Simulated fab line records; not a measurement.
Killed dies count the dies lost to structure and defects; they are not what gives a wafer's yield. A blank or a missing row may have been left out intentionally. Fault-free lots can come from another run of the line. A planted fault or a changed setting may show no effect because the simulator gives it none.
Which tool is to blame? :: flow nand-harc :: 12 lots, 36 wafers sampled, at 4 steps of a route of 1159

## WHAT THE GAUGES SHOWED, per wafer
NHARC_A_ZERO_WELL_CD_MEAS_10: target cd 2000 nm.
lot: L076
measured: day 7 10:09
on: cd-sem-01
cd-nm (nm): 1999.9 1996.4 1999.8

lot: L077
measured: day 7 11:23
on: cd-sem-03
cd-nm (nm): 1995.9 2000.0 1996.6

lot: L079
measured: day 7 20:44
on: cd-sem-01
cd-nm (nm): 2000.9 1999.9 1995.9

lot: L081
measured: day 8 03:12
on: cd-sem-03
cd-nm (nm): 2001.0 2001.2 2000.9

lot: L084
measured: day 9 03:13
on: cd-sem-02
cd-nm (nm): 2000.9 2000.0 2001.9

lot: L085
measured: day 9 19:10
on: cd-sem-01
cd-nm (nm): 2002.7 2001.7 2000.6

lot: L086
measured: day 9 21:10
on: cd-sem-01
cd-nm (nm): 2001.9 2001.8 2001.2

lot: L089
measured: day 10 13:35
on: cd-sem-01
cd-nm (nm): 2001.9 2002.7 2001.3

lot: L091
measured: day 11 01:58
on: cd-sem-02
cd-nm (nm): 2000.2 2000.9 1999.3

lot: L093
measured: day 11 09:44
on: cd-sem-03
cd-nm (nm): 1999.1 2003.8 2000.0

lot: L095
measured: day 12 03:55
on: cd-sem-03
cd-nm (nm): 2002.2 2002.2 2001.4

lot: L097
measured: day 12 11:29
on: cd-sem-01
cd-nm (nm): 1997.9 1997.9 1999.9

## EACH LOT AND THE TOOL THAT RAN IT (in order: tool; ch and the chambers of the sampled wafers; start)
lot: L076
NHARC_P_M2_PRE_CLEAN_30: pvd-sputter-03, day 7 10:09 or earlier
NHARC_P_BONDPAD_ETCH_24: rie-diel-02 ch 0,1, day 7 10:09 or earlier
NHARC_P_BONDPAD_PVD_27: pvd-sputter-03, day 7 10:09 or earlier

lot: L077
NHARC_P_M2_PRE_CLEAN_30: pvd-sputter-01, day 7 07:46 or earlier
NHARC_P_BONDPAD_ETCH_24: rie-diel-08 ch 0,3, day 7 07:46
NHARC_P_BONDPAD_PVD_27: pvd-sputter-01, day 7 11:23 or earlier

lot: L079
NHARC_P_M2_PRE_CLEAN_30: pvd-sputter-01, day 7 20:44 or earlier
NHARC_P_BONDPAD_ETCH_24: rie-diel-02 ch 0,3, day 7 20:44 or earlier
NHARC_P_BONDPAD_PVD_27: pvd-sputter-03, day 7 20:44 or earlier

lot: L081
NHARC_P_M2_PRE_CLEAN_30: pvd-sputter-02, day 8 03:12 or earlier
NHARC_P_BONDPAD_ETCH_24: rie-diel-07 ch 0,3, day 8 03:12 or earlier
NHARC_P_BONDPAD_PVD_27: pvd-sputter-01, day 8 03:12 or earlier

lot: L084
NHARC_P_M2_PRE_CLEAN_30: pvd-sputter-01, day 9 03:13 or earlier
NHARC_P_BONDPAD_ETCH_24: rie-diel-08 ch 2,3, day 9 03:13 or earlier
NHARC_P_BONDPAD_PVD_27: pvd-sputter-03, day 9 03:13 or earlier

lot: L085
NHARC_P_M2_PRE_CLEAN_30: pvd-sputter-02, day 9 19:10 or earlier
NHARC_P_BONDPAD_ETCH_24: rie-diel-02 ch 0,2, day 9 19:10 or earlier
NHARC_P_BONDPAD_PVD_27: pvd-sputter-01, day 9 19:10 or earlier

lot: L086
NHARC_P_M2_PRE_CLEAN_30: pvd-sputter-03, day 9 21:10 or earlier
NHARC_P_BONDPAD_ETCH_24: rie-diel-08 ch 0,1,2, day 9 21:10 or earlier
NHARC_P_BONDPAD_PVD_27: pvd-sputter-02, day 9 21:10 or earlier

lot: L089
NHARC_P_M2_PRE_CLEAN_30: pvd-sputter-03, day 10 10:14 or earlier
NHARC_P_BONDPAD_ETCH_24: rie-diel-02 ch 0,1,3, day 10 10:14
NHARC_P_BONDPAD_PVD_27: pvd-sputter-03, day 10 13:35 or earlier

lot: L091
NHARC_P_M2_PRE_CLEAN_30: pvd-sputter-02, day 11 01:58 or earlier
NHARC_P_BONDPAD_ETCH_24: rie-diel-02 ch 0,1,2, day 11 01:58 or earlier
NHARC_P_BONDPAD_PVD_27: pvd-sputter-01, day 11 01:58 or earlier

lot: L093
NHARC_P_M2_PRE_CLEAN_30: pvd-sputter-02, day 11 09:44 or earlier
NHARC_P_BONDPAD_ETCH_24: rie-diel-07 ch 0,1,2, day 11 09:44 or earlier
NHARC_P_BONDPAD_PVD_27: pvd-sputter-01, day 11 09:44 or earlier

lot: L095
NHARC_P_M2_PRE_CLEAN_30: pvd-sputter-02, day 12 03:55 or earlier
NHARC_P_BONDPAD_ETCH_24: rie-diel-02 ch 0,1,2, day 12 03:55 or earlier
NHARC_P_BONDPAD_PVD_27: pvd-sputter-01, day 12 03:55 or earlier

lot: L097
NHARC_P_M2_PRE_CLEAN_30: pvd-sputter-02, day 12 11:29 or earlier
NHARC_P_BONDPAD_ETCH_24: rie-diel-02 ch 0,2,3, day 12 11:29 or earlier
NHARC_P_BONDPAD_PVD_27: pvd-sputter-03, day 12 11:29 or earlier
- NHARC_P_M2_PRE_CLEAN_30: time 30 s.
- NHARC_P_BONDPAD_ETCH_24: etches the open film in CF4/N2, target depth 30 nm, time 72.99 s.
- NHARC_P_BONDPAD_PVD_27: deposits Cu, target thk 30 nm, time 20.49 s.

## THE ANSWER, worked out from the rows above alone
Rule: what is usual is taken from the lots themselves. The widest of any qualifying gaps counts: lots, ordered by their means at a reading, are off when they make up no more than a third of the lots, leave a main group of 4 or more, and stand apart from it by 3 or more times the standard deviation of that group's means. A main group is skipped when, at the precision printed for the reading in the tables above, its means are all equal. Also off: a lot with no number at a reading for which 4 or more lots have one. Where the step has rows for the other lots, those lots are counted as sound.
Nothing can be told from this: no lot is off at any reading shown.

## WHAT WAS PUT IN BY THE SIMULATOR
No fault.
